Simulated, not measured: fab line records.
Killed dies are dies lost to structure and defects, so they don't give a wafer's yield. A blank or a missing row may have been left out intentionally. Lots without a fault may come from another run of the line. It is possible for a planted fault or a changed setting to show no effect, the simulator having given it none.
fab line records ; flow n5_finfet
[record] lots = 4; wafers = 12; last_day = 19
route steps=1938 shown BEOL_M2@923 BEOL_M3@931 BEOL_M4@1111 PASSIVATION@1936
lots untouched by any fault: they come from a run of this same line in which no faults occurred
start_h: hours from the record's first day to the start of the lot's first wafer shown ; wait_h: hours from the lot's prior step to this one ; " identical to the entry in the row above ; L1.1+2: one row covering several wafers at once ; - value missing, or start not given ; * or withheld: withheld ; < > ~ a bound
route shown NAME@n: NAME is a module with steps in the file, n the number in the route of the first one ; usual: average and standard deviation across the fault-free wafers ; same: alike in all rows ; chamber/n: place in a boat ; sites: readings site by site ; _std_site: their standard deviation ; _edge_site: inner sites' mean taken away from outer sites' mean ; radius_mm: how far each site lies from the wafer's centre ; mask NAME#n: copy n ; behind: tool/chamber where the wafer was last shaped ; hold: cause of the lot's hold/its duration in hours/its outcome ; device: which transistor (n, p or np) failed to switch ; end of line: the tests these same wafers got at the end of their route ; a step given without rows: its recipe and nothing more ; killed: dies that structure and defects cost at the first sort, which is not the same as the wafer's yield ; map: shows each die of a wafer: x if killed, . if not, _ if none is there
set.NAME: the run value of the setting; set.NAME@STEP: its run value at that earlier step ; model.NAME: the simulator's own value behind a step, which no gauge read
lots at selected steps of the route; one table per step, one row per wafer
services: from which hour (start_h, from the record's first day; less than 0 if before it) a tool's chamber was out of use, for how many hours, and why
[[steps]]
[step N5_BEOL_M2_CMP_52]
[recipe] stop_on = SiOC; t_overpolish_s = 6.8; down_force_psi = 1; platen_rpm = 50; clearing_platen_down_force_psi = 1.5; clearing_platen_rpm = 50; post_cmp_clean = cu_alkaline; target_thk_nm = 40; clearing_platen_pad_velocity_m_s = 0.99484; pad_velocity_m_s = 0.99484
[step N5_BEOL_M2_PRE_CLEAN_60]
[recipe] gas = NH3/H2; time_s = 15; temp_c = *; rf_power_w = 300
[step N5_BEOL_M2_CO_CAP_55]
[recipe] material = Co; target_thk_a = 20; temp_c = 200; precursor = CCTBA/H2; pressure_torr = 30; time_s = 102.1
[step N5_BEOL_M2_PRE_CLEAN_56]
[recipe] gas = NH3; time_s = 15; temp_c = withheld; rf_power_w = 300
[step N5_BEOL_M2_DEP_57]
[recipe] material = SiCN; target_thk_a = 80; temp_c = withheld; precursor = 3MS/NH3; pressure_torr = 3; rf_w = 202; time_s = 14
[step N5_BEOL_M3_ILD_DEP_00]
[recipe] material = SiOC; target_thk_a = 790; temp_c = 350; precursor = DEMS/O2; pressure_torr = 5; rf_w = 500; time_s = 15.3
[step N5_BEOL_M3_PECVD_72]
[recipe] material = SiO2; target_thk_a = 160; temp_c = 400; precursor = TEOS/O2; pressure_torr = 5.5; rf_w = 450; teos_flow_sccm = 53.8; gas = O2; flow_sccm = 3000; time_s = 18
[step N5_BEOL_M3_HM_DEP_02]
[recipe] material = TiN; target_thk_a = 200; temp_c = 25; chamber_pressure_pa = 0.49996
[step N5_BEOL_M3_COAT_61]
[recipe] resist = SOC; temp_c = 250; time_s = 60; spin_rpm = 1500; resist_thk_nm = 60
[usual] spin_speed_rpm = 1499.9/1.1
[same] time_s = 60
lot.wafer;tool;chamber;start_h;wait_h;spin_speed_rpm;model.SOC_of_BEOL_M3_COAT_61.thk_nm
L656.2;litho_track-01;0;199.87;0.1;1498.0;60
L656.5;litho_track-01;0;199.87;0.1;1499.1;60.2
L656.6;litho_track-01;0;199.87;0.1;1500.4;60.2
L662.2;litho_track-01;0;252.71;0.1;1440.8;61.4
L662.3;litho_track-01;0;252.71;0.1;1439.1;61.2
L662.6;litho_track-01;0;252.71;0.1;1438.6;61.4
L663.1;litho_track-01;0;257.07;0.1;1439.8;61
L663.2;litho_track-01;0;257.07;0.1;1440.3;61
L663.3;litho_track-01;0;257.07;0.1;1439.1;61
L667.2;litho_track-02;0;269.47;0.1;1498.6;60.2
L667.5;litho_track-02;0;269.47;0.1;1500.6;60
L667.6;litho_track-02;0;269.47;0.1;1497.9;60.2
[step N5_BEOL_M3_COAT_62]
[recipe] resist = SiARC; temp_c = 220; time_s = 60; spin_rpm = 1500; resist_thk_nm = 12
[step N5_BEOL_M3_COAT_73]
[recipe] resist = underlayer; temp_c = 205; time_s = 60; spin_rpm = 1500; resist_thk_nm = 5
[step N5_BEOL_M3_COAT_05]
[recipe] resist = CAR-EUV; spin_rpm = 1500; resist_thk_nm = 30
[step N5_BEOL_M3_EBR_07]
[recipe] solvent = PGMEA; ebr_width_mm = 1.5
[step N5_BEOL_M3_SOFTBAKE_06]
[recipe] temp_c = 110; time_s = 60; resist = CAR-EUV
[step N5_BEOL_M3_EXPOSE_08]
[recipe] mask_id = M3; na = 0.33; source_shape = dipole; sigma_inner = 0.369; sigma_outer = 0.767; polarization = unpolarized; dose_mj = 33
[step N5_BEOL_M3_PEB_09]
[recipe] peb_temp_c = 100; peb_time_s = 60; resist = CAR-EUV
[step N5_BEOL_M3_DEVELOP_10]
[recipe] develop_time_s = 30; developer = TMAH; resist = CAR-EUV; rinse_liquid = surfactant_rinse; dry = air_spin; dev_temp_c = 23
[step N5_BEOL_M3_DESCUM_16]
[recipe] chemistry = O2; time_s = 7; source_power_w = 50; bias_power_w = 20; pressure_mtorr = 20; rf_frequency_hz = 2.712e+07; temp_c = 40; resist = CAR-EUV; o2_flow_sccm = 225
[step N5_BEOL_M3_ETCH_74]
[recipe] chemistry = N2/H2; target = underlayer; target_depth_a = 65; mask_material = CAR-EUV; time_s = 5.2; ion_energy_ev = 200; pressure_mtorr = 30; source_w = 840; bias_w = 150; n2_flow_sccm = 200; h2_flow_sccm = 200; ends = cleared
[step N5_BEOL_M3_ETCH_63]
[recipe] chemistry = CF4; target = SiARC; target_depth_a = 156; mask_material = CAR-EUV; time_s = 26; ion_energy_ev = 80; pressure_mtorr = 40; source_w = 545; bias_w = 36; Ar_flow_sccm = 100; cf4_flow_sccm = 100; ends = cleared
[step N5_BEOL_M3_ETCH_64]
[recipe] chemistry = N2/H2; target = SOC; target_depth_a = 750; overetch_a = 150; mask_material = SiARC; temp_c = 40; time_s = 112.5; ion_energy_ev = 200; pressure_mtorr = 30; source_w = 840; bias_w = 150; n2_flow_sccm = 200; h2_flow_sccm = 200
[usual] drypump_motor_current_A = 5.8/0.57; h2_flow_sccm = 199.9/0.62; oes_product_au = 0.60/0.057; rf_vpp_V = 523.2/2.5; showerhead_plenum_p_Torr = 2.52/0.083; throttle_valve_pct = 17.85/0.25
[same] time_s = 112.5
lot.wafer;tool;chamber;start_h;wait_h;drypump_motor_current_A;h2_flow_sccm;oes_product_au;rf_hours_counter_h;rf_vpp_V;showerhead_plenum_p_Torr;throttle_valve_pct;model.etch.depth_nm
L656.2;rie_diel-02;2;200.37;0.0;6.4;199.8;0.58;193;521.3;2.54;18.33;60.1
L656.5;rie_diel-02;3;200.37;0.0;5.6;199.5;0.64;-;519.1;2.37;17.77;60.21
L656.6;rie_diel-02;0;200.37;0.0;5.5;200.0;0.55;-;520.8;2.41;17.85;60.16
L662.2;rie_diel-05;1;253.18;0.0;6.1;200.4;0.64;120;523.7;2.55;17.68;61.45
L662.3;rie_diel-05;2;253.18;0.0;5.0;200.6;0.58;176;526.7;2.63;17.83;61.28
L662.6;rie_diel-05;0;253.18;0.0;5.8;200.2;0.54;-;525.0;2.60;17.82;61.35
L663.1;rie_diel-06;0;257.66;0.0;5.1;199.5;0.59;162;523.6;2.54;17.58;60.96
L663.2;rie_diel-06;3;257.66;0.0;6.6;199.5;0.56;186;520.5;2.42;17.59;60.98
L663.3;rie_diel-06;2;257.66;0.0;6.6;199.4;0.62;119;525.2;2.56;17.92;61.01
L667.2;rie_diel-06;2;269.94;0.0;6.6;200.9;0.60;122;524.3;2.56;17.92;60.11
L667.5;rie_diel-06;1;269.94;0.0;5.0;199.4;0.59;-;523.4;2.53;17.98;59.93
L667.6;rie_diel-06;0;269.94;0.0;5.1;200.3;0.60;-;523.3;2.54;17.58;60.13
[step N5_BEOL_M3_STRIP_65]
[recipe] chemistry = N2/H2; temp_c = 40; n2_flow_sccm = 200; h2_flow_sccm = 200; rf_frequency_hz = 6e+07
[step N5_BEOL_M3_STRIP_75]
[recipe] chemistry = N2/H2; temp_c = 40; n2_flow_sccm = 200; h2_flow_sccm = 200; rf_frequency_hz = 6e+07
[step N5_BEOL_M3_STRIP_66]
[recipe] chemistry = CF4; resist = SiARC; power_w = 300; bias_power_w = 75; pressure_mtorr = 50; cf4_flow_sccm = 150; rf_frequency_hz = 6e+07
[step N5_BEOL_M3_HM_OPEN_17]
[recipe] chemistry = Cl2/BCl3; target_depth_a = 200; overetch_a = 60; target = TiN; mask_material = SOC; ion_energy_ev = 150; pressure_mtorr = 10; icp_w = 1000; bias_w = 126; Cl2_flow_sccm = 53.25; bcl3_flow_sccm = 21.75; Ar_flow_sccm = 25
[usual] drypump_motor_current_A = 5.6/0.74; oes_product_au = 0.72/0.083; throttle_valve_pct = 21.97/0.11
lot.wafer;tool;chamber;start_h;wait_h;drypump_motor_current_A;oes_product_au;rf_hours_counter_h;throttle_valve_pct;model.SOC_of_BEOL_M3_COAT_61.thk_nm
L656.2;rie_metal-01;1;200.54;0.0;6.1;0.77;10;21.89;52.2
L656.5;rie_metal-01;0;200.54;0.0;5.9;0.81;-;21.89;52.4
L656.6;rie_metal-01;1;200.54;0.0;6.1;0.77;-;21.89;52.4
L662.2;rie_metal-02;1;253.35;0.0;5.0;0.64;57;22.09;53.2
L662.3;rie_metal-02;0;253.35;0.0;4.9;0.80;-;21.97;53.4
L662.6;rie_metal-02;1;253.35;0.0;5.0;0.65;-;22.08;53
L663.1;rie_metal-02;0;257.83;0.0;4.9;0.79;4;22.00;53
L663.2;rie_metal-02;1;257.83;0.0;5.0;0.64;58;22.09;52.6
L663.3;rie_metal-02;0;257.83;0.0;4.9;0.79;-;21.98;53.2
L667.2;rie_metal-01;1;270.10;0.0;6.1;0.76;15;21.87;52.2
L667.5;rie_metal-01;0;270.10;0.0;5.9;0.79;-;21.89;52
L667.6;rie_metal-01;1;270.10;0.0;6.0;0.75;-;21.88;52.2
[step N5_BEOL_M3_STRIP_19]
[recipe] chemistry = O2; power_w = 400; temp_c = 40; pressure_mtorr = 30; rf_frequency_hz = 6e+07; bias_power_w = 0; overash_fraction = 0.2; o2_flow_sccm = 225
[step N5_BEOL_M4_RC_MEAS_101]
[usual] DIBL_N = 36.1/1.9; DIBL_P = 36.1/2.4; IOFF_N = 0.15/0.032; IOFF_P = 0.21/0.036; ION_N = 673/12; ION_P = 463/7.6; SS_N = 71.5/0.63; SS_P = 73.1/0.65; VT_N = 251/3.1; VT_P = -250/3.2
lot.wafer;tool;chamber;start_h;wait_h;DIBL_N[mV/V];DIBL_P[mV/V];IOFF_N[nA/um];IOFF_P[nA/um];ION_N[uA/um];ION_P[uA/um];SS_N[mV/dec];SS_P[mV/dec];VT_N[mV];VT_P[mV]
L656.2;prober-01;0;258.27;0.2;32.4;31.1;0.10;0.14;656;452;69.6;72.3;255;-253
L656.5;prober-01;0;258.27;0.2;38.3;37.5;0.18;0.23;673;461;71.6;73.6;249;-250
L656.6;prober-01;0;258.27;0.2;34.2;33.7;0.12;0.17;673;468;70.7;72.8;252;-249
L662.2;prober-02;0;303.07;0.2;33.8;34.0;0.12;0.17;679;464;71.1;71.8;252;-254
L662.3;prober-02;0;303.07;0.2;37.7;38.8;0.18;0.23;674;455;71.8;73.6;248;-253
L662.6;prober-02;0;303.07;0.2;37.0;37.2;0.17;0.20;684;460;71.5;72.7;248;-251
L663.1;prober-02;0;308.66;0.0;33.5;31.4;0.10;0.14;647;447;70.7;71.7;257;-256
L663.2;prober-02;0;308.66;0.0;35.2;33.5;0.12;0.18;660;459;70.6;72.5;253;-252
L663.3;prober-02;0;308.66;0.0;40.5;39.2;0.22;0.28;678;468;72.5;74.2;246;-248
L667.2;prober-02;0;336.15;0.2;36.4;37.3;0.16;0.22;670;463;71.8;73.4;251;-251
L667.5;prober-02;0;336.15;0.2;38.3;39.9;0.19;0.26;670;464;72.7;74.3;249;-250
L667.6;prober-02;0;336.15;0.2;35.8;37.4;0.16;0.21;685;475;71.4;73.3;250;-249
[step N5_PASSIVATION_PROBE_49]
[usual] defect_limited_yield = 91.4/1.2; killed_at_M0_to_M3 = 34/9.1; killed_at_M4_up = 14/5.8; killed_at_contacts = 13/6; killed_at_front_end = 38/10; killed_at_other = 3.2/2.7; killed_dies = 102/14; killed_open = 68/11; killed_short = 32/7.2; sort_bin_5_function = 5.1/0.83; sort_bin_6_memory = 3.2/0.56; sort_bin_8_speed = 0.01/0.064; sort_n_pass = 1078/14; sort_yield_pct = 91.4/1.2
[same] gross_dies = 1180; killed_at_back_side = 0; sort_bin_4_leakage[%] = 0
lot.wafer;tool;chamber;start_h;wait_h;defect_limited_yield[%];killed_at_M0_to_M3;killed_at_M4_up;killed_at_contacts;killed_at_front_end;killed_at_other;killed_dies;killed_open;killed_short;sort_bin_5_function[%];sort_bin_6_memory[%];sort_bin_8_speed[%];sort_n_pass;sort_yield_pct[%]
L656.2;prober-02;-;370.07;0.1;91.0;38;16;11;37;4;106;82;24;5.5;3.4;0;1074;91.0
L656.5;prober-02;-;370.22;0.2;91.5;45;13;12;30;0;100;68;31;4.9;3.1;0;1080;91.5
L656.6;prober-02;-;370.27;0.3;92.4;32;15;15;26;2;90;57;31;4.6;2.9;0;1090;92.4
L662.2;prober-02;-;424.26;0.1;92.8;25;13;8;39;0;85;56;27;4.7;2.3;0;1095;92.8
L662.3;prober-02;-;424.31;0.1;89.4;48;7;10;56;4;125;84;38;7.3;3.1;0;1055;89.4
L662.6;prober-02;-;424.46;0.3;91.5;42;7;5;40;6;100;61;34;5.5;2.6;0;1080;91.5
L663.1;prober-02;-;426.20;0.0;90.7;31;12;10;56;1;110;72;33;4.6;4.2;0.08;1069;90.6
L663.2;prober-02;-;426.25;0.1;90.2;42;15;20;39;0;116;79;35;6.2;3.2;0;1064;90.2
L663.3;prober-02;-;426.30;0.1;91.7;47;9;12;29;1;98;59;38;4.7;3.6;0;1082;91.7
L667.2;prober-02;-;445.23;0.1;89.1;52;26;6;43;2;129;79;50;6.0;4.6;0;1051;89.1
L667.5;prober-02;-;445.38;0.2;89.7;31;35;10;41;4;121;86;35;5.4;4.6;0;1059;89.7
L667.6;prober-02;-;445.43;0.3;90.3;32;29;19;32;3;115;88;27;6.1;3.5;0;1065;90.3
// killed by level:class
L656.2 FIN_SAQP:geometric_particle:open=12 BEOL_M3:geometric_particle:open=11 STI_FIN_REVEAL:geometric_particle:open=9 MOL_CONTACT_COAG:geometric_particle:open=9 BEOL_M4:geometric_particle:open=8 BEOL_M2:geometric_particle:open=6 BEOL_M0_SAQP:geometric_particle:short=5 DUMMY_GATE:geometric_particle:open=4
L656.5 BEOL_M3:geometric_particle:open=13 MOL_CONTACT_COAG:geometric_particle:open=10 DUMMY_GATE:geometric_particle:open=6 BEOL_M0_SAQP:geometric_particle:short=6 BEOL_M1:geometric_particle:open=6 BEOL_M0_SAQP:geometric_particle:open=5 BEOL_M2:geometric_particle:open=5 BEOL_M3:geometric_particle:short=5
L656.6 MOL_CONTACT_COAG:geometric_particle:open=11 BEOL_M0_SAQP:geometric_particle:short=7 FIN_SAQP:geometric_particle:open=6 BEOL_M1:geometric_particle:open=5 BEOL_M3:geometric_particle:open=5 BEOL_M5:geometric_particle:open=5 DUMMY_GATE:geometric_particle:open=4 MOL_CONTACT_COAG:geometric_particle:short=4
L662.2 STI_FIN_REVEAL:geometric_particle:open=13 MOL_CONTACT_COAG:geometric_particle:open=8 BEOL_M0_SAQP:geometric_particle:open=7 DUMMY_GATE:geometric_particle:open=6 BEOL_M0_SAQP:geometric_particle:short=6 FIN_SAQP:geometric_particle:open=4 GATE_CUT:geometric_particle:short=4 BEOL_M2:geometric_particle:short=3
L662.3 FIN_SAQP:geometric_particle:open=20 BEOL_M0_SAQP:geometric_particle:short=14 STI_FIN_REVEAL:geometric_particle:open=12 MOL_CONTACT_COAG:geometric_particle:open=10 BEOL_M0_SAQP:geometric_particle:open=9 BEOL_M2:geometric_particle:open=9 DUMMY_GATE:geometric_particle:open=6 BEOL_M1:geometric_particle:open=5
L662.6 STI_FIN_REVEAL:geometric_particle:open=11 BEOL_M0_SAQP:geometric_particle:open=9 BEOL_M3:geometric_particle:open=8 BEOL_M0_SAQP:geometric_particle:short=8 BEOL_M1:geometric_particle:open=5 STARTING-WAFER:geometric_particle:open=5 FIN_SAQP:geometric_particle:open=4 FIN_SAQP:geometric_particle:short=4
L663.1 BEOL_M2:geometric_particle:open=15 STI_FIN_REVEAL:geometric_particle:open=15 MOL_CONTACT_COAG:geometric_particle:open=9 DUMMY_GATE:geometric_particle:open=7 BEOL_M0_SAQP:geometric_particle:short=7 FIN_SAQP:geometric_particle:short=6 FIN_SAQP:geometric_particle:open=5 BEOL_M0_SAQP:geometric_particle:open=5
L663.2 MOL_CONTACT_COAG:geometric_particle:open=17 BEOL_M0_SAQP:geometric_particle:short=11 BEOL_M2:geometric_particle:open=11 BEOL_M0_SAQP:geometric_particle:open=9 BEOL_M4:geometric_particle:open=9 FIN_SAQP:geometric_particle:short=8 FIN_SAQP:geometric_particle:open=6 DUMMY_GATE:geometric_particle:open=6
L663.3 BEOL_M2:geometric_particle:open=15 MOL_CONTACT_COAG:geometric_particle:open=10 BEOL_M0_SAQP:geometric_particle:short=8 BEOL_M0_SAQP:geometric_particle:open=8 BEOL_M1:geometric_particle:open=8 FIN_SAQP:geometric_particle:short=7 GATE_CUT:geometric_particle:short=5 DUMMY_GATE:geometric_particle:open=4
L667.2 BEOL_M0_SAQP:geometric_particle:short=15 BEOL_M3:geometric_particle:open=12 BEOL_M0_SAQP:geometric_particle:open=11 BEOL_M4:geometric_particle:open=11 STI_FIN_REVEAL:geometric_particle:open=9 FIN_SAQP:geometric_particle:open=7 BEOL_M4:geometric_particle:short=7 GATE_CUT:geometric_particle:open=6
L667.5 BEOL_M4:geometric_particle:open=24 FIN_SAQP:geometric_particle:open=12 MOL_CONTACT_COAG:geometric_particle:open=7 BEOL_M0_SAQP:geometric_particle:short=7 BEOL_M1:geometric_particle:open=7 DUMMY_GATE:geometric_particle:open=6 BEOL_M3:geometric_particle:open=6 FIN_SAQP:geometric_particle:short=5
L667.6 MOL_CONTACT_COAG:geometric_particle:open=17 BEOL_M4:geometric_particle:open=15 STI_FIN_REVEAL:geometric_particle:open=11 BEOL_M0_SAQP:geometric_particle:open=9 BEOL_M2:geometric_particle:open=8 BEOL_M3:geometric_particle:short=6 STI_FIN_REVEAL:geometric_particle:short=5 BEOL_M3:geometric_particle:open=5
[[services]]
tool;chamber;start_h;hours;kind
rie_diel-06;1;191.50;1.4;repair
rie_metal-02;-;217.72;0.6;repair
rie_metal-02;1;222.82;2.3;repair
rie_diel-06;2;239.31;3.9;repair
rie_diel-02;3;241.79;7.1;repair
rie_metal-02;-;249.13;0.4;repair
rie_diel-05;0;257.97;-;clean
rie_diel-05;0;257.97;-;consumable_replace:focus_ring
rie_diel-05;0;257.97;16.8;scheduled_down
rie_diel-05;0;257.97;16.8;vent_cycle
rie_diel-06;-;266.99;1.0;repair
[[key]]
[first_sign] step = N5_BEOL_M3_COAT_61; reading = spin_speed_rpm; direction = down; sigmas = 57; usual = *; struck = *
effect none on later readings
[model_effect] step = N5_BEOL_M3_COAT_61; value = SOC_of_BEOL_M3_COAT_61.thk_nm; without = 59.93; struck = 61.17
[model_effect] step = N5_BEOL_M3_ETCH_64; value = etch.depth_nm; without = 59.92; struck = 61.17
[model_effect] step = N5_BEOL_M3_HM_OPEN_17; value = SOC_of_BEOL_M3_COAT_61.thk_nm; without = 51.83; struck = 53.07
met_at N5_BEOL_M3_COAT_61
struck_wafers L662.2,L662.3,L662.6,L663.1,L663.2,L663.3
onset_between 199.87 252.71
[fault] kind = process_parameter_drift; tool = litho_track-01; chamber = -; onset_h = 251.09; steps = N5_BEOL_M3_COAT_61; channel = spin_rpm; offset = *; shape = step; end_h = 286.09; acts_in = *; stated = *
